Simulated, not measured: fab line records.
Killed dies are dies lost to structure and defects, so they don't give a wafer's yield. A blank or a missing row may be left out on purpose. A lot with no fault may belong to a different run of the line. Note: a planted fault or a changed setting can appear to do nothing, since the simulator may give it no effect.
Split-lot experiment -- flow n5-finfet -- on a route of 1938 steps: 7 lots, 39 wafers read

## THE SPLIT
At N5_ZERO_LAYER_DEVELOP_10 (develop time 60 s), the setting develop-time-s was moved away from the recipe's 60 s on 12 of the 39 wafers read, by -33.8% to +58.7%. All remaining wafers had this setting at the recipe value.

## FROM THE SPLIT TO THE READING: what the file shows between them, 1 step
- N5_ZERO_LAYER_HARDBAKE_23: time 120 s

## THE READING
cd-nm at N5_ZERO_LAYER_CD_MEAS_11, given in nm (cd target 2000 nm). Fault-free wafers of this fab line usually give 1999.3 nm, standard deviation 1.8 nm.

wafer,"tool, chamber at the split","develop-time-s as run, s",against the recipe,"cd-nm, nm",against lot-mates on the recipe
L080.1,"litho-track-04, 0",60,recipe,1998.3,-
L080.2,"litho-track-04, 0",60,recipe,1998.4,-
L080.3,"litho-track-04, 0",60,recipe,1998.1,-
L080.4,"litho-track-04, 0",60,recipe,1998.3,-
L080.5,"litho-track-04, 0",60,recipe,1996.7,-
L080.6,"litho-track-04, 0",60,recipe,1998.2,-
L081.1,"litho-track-01, 0",73.19,+22.0%,2003.2,+4.0
L081.2,"litho-track-01, 0",60,recipe,1998.5,-
L081.3,"litho-track-01, 0",73.19,+22.0%,2002.7,+3.5
L081.4,"litho-track-01, 0",60,recipe,1999.8,-
L081.5,"litho-track-01, 0",73.19,+22.0%,2003.3,+4.1
L081.6,"litho-track-01, 0",60,recipe,1999.4,-
L086.1,"litho-track-02, 0",95.25,+58.7%,2011.1,+9.0
L086.2,"litho-track-02, 0",95.25,+58.7%,2010.5,+8.4
L086.3,"litho-track-02, 0",60,recipe,2000.7,-
L086.4,"litho-track-02, 0",60,recipe,2003.4,-
L086.5,"litho-track-02, 0",95.25,+58.7%,2014.6,+12.5
L086.6,"litho-track-02, 0",60,recipe,2002.2,-
L087.1,"litho-track-01, 0",84.92,+41.5%,2004.8,+7.7
L087.2,"litho-track-01, 0",60,recipe,1995.9,-
L087.3,"litho-track-01, 0",60,recipe,1998.2,-
L087.4,"litho-track-01, 0",84.92,+41.5%,2004.3,+7.2
L087.5,"litho-track-01, 0",84.92,+41.5%,2005.5,+8.4
L087.6,"litho-track-01, 0",60,recipe,1997.3,-
L092.1,"litho-track-01, 0",60,recipe,1998.1,-
L092.2,"litho-track-01, 0",60,recipe,1996.5,-
L092.3,"litho-track-01, 0",60,recipe,1996.1,-
L092.4,"litho-track-01, 0",60,recipe,1996.2,-
L092.5,"litho-track-01, 0",60,recipe,1997.9,-
L092.6,"litho-track-01, 0",60,recipe,1997.5,-
L093.2,"litho-track-01, 0",60,recipe,1998.9,-
L093.4,"litho-track-01, 0",60,recipe,1998.8,-
L093.6,"litho-track-01, 0",60,recipe,1997.8,-
L097.1,"litho-track-01, 0",60,recipe,1998.9,-
L097.2,"litho-track-01, 0",39.73,-33.8%,1991.6,-7.8
L097.3,"litho-track-01, 0",60,recipe,1999.8,-
L097.4,"litho-track-01, 0",39.73,-33.8%,1991.3,-8.1
L097.5,"litho-track-01, 0",60,recipe,1999.4,-
L097.6,"litho-track-01, 0",39.73,-33.8%,1993.4,-6.0

FIT RESULTS
A straight line over all 39 wafers: cd-nm changes by +0.203 nm for each +1% of develop-time-s; r = +0.93; the points scatter about the line by 1.7 nm.
The same after taking each lot's own level away (the mean of its wafers on the recipe; 39 wafers): +0.184 nm for each +1%; r = +0.98; scatter 0.94 nm.
On that fit, the largest move of develop-time-s shifts the reading by 11 nm.
The lots' own levels span 1997.05 to 2002.10 nm, that is 2.8 times the standard deviation above.
Thus the slope moves with the lot-to-lot level: the two fits are different.
Check: with one of the wafers moved furthest among these (+58.7%) left out of the fit, the line predicts +11 nm for it against its lot-mates. It came out at +9 nm against them.

## FILE'S OWN FIT
cd-nm changes by +0.182 nm for each +1% of develop-time-s, r = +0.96.
